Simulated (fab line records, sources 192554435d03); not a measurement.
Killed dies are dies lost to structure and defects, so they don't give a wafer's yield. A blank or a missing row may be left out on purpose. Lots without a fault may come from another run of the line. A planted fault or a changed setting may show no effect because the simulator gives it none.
Chamber matching | flow n5_finfet | N5_BEOL_M8_CURE_74 on uv_cure-01: 3 sister chambers
The step cures SiCOH lowk, time 240 s. 3 wafers are shown with their chamber, then 10 later ones without.

WAFERS WITH THEIR CHAMBER
wafer  | chamber | wafer_temp_C_max
L076.5 | 1       | 389.0
L085.4 | 2       | 387.1
L087.4 | 0       | 386.2

WAFERS WITHOUT THEIR CHAMBER
wafer  | wafer_temp_C_max
L087.6 | 386.1
L087.2 | 386.4
L087.3 | 386.5
L087.5 | 386.2
L092.1 | 386.9
L092.2 | 387.9
L092.4 | 386.8
L095.1 | 386.5
L095.2 | 386.5
L095.4 | 386.1

WHICH CHAMBER EACH WENT THROUGH
wafer  | from the rows above     | in truth
L087.6 | 0                       | 0
L087.2 | can't be placed: 0 or 2 | 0
L087.3 | can't be placed: 0 or 2 | 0
L087.5 | 0                       | 0
L092.1 | can't be placed: 2 or 0 | 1
L092.2 | can't be placed: 2 or 1 | 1
L092.4 | can't be placed: 2 or 0 | 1
L095.1 | can't be placed: 0 or 2 | 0
L095.2 | can't be placed: 0 or 2 | 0
L095.4 | 0                       | 0
Placed correctly: 3 of 10. Can't be placed from these rows: 7 (the true chamber is among the candidates in 5). Placed wrongly: 0.
How it was worked out, from the rows above alone: a wafer's distance from a chamber is the root of the sum, over the readings, of the square of ((its reading less the chamber's mean) divided by the reading's scatter). The wafer belongs to the nearest chamber; if the next one is less than 2 further off, it can't be placed. A chamber's mean is the mean of its shown wafers. The scatter: with one shown wafer a chamber, the root of the mean of the squares of how far each hidden wafer lies from its nearest shown one.
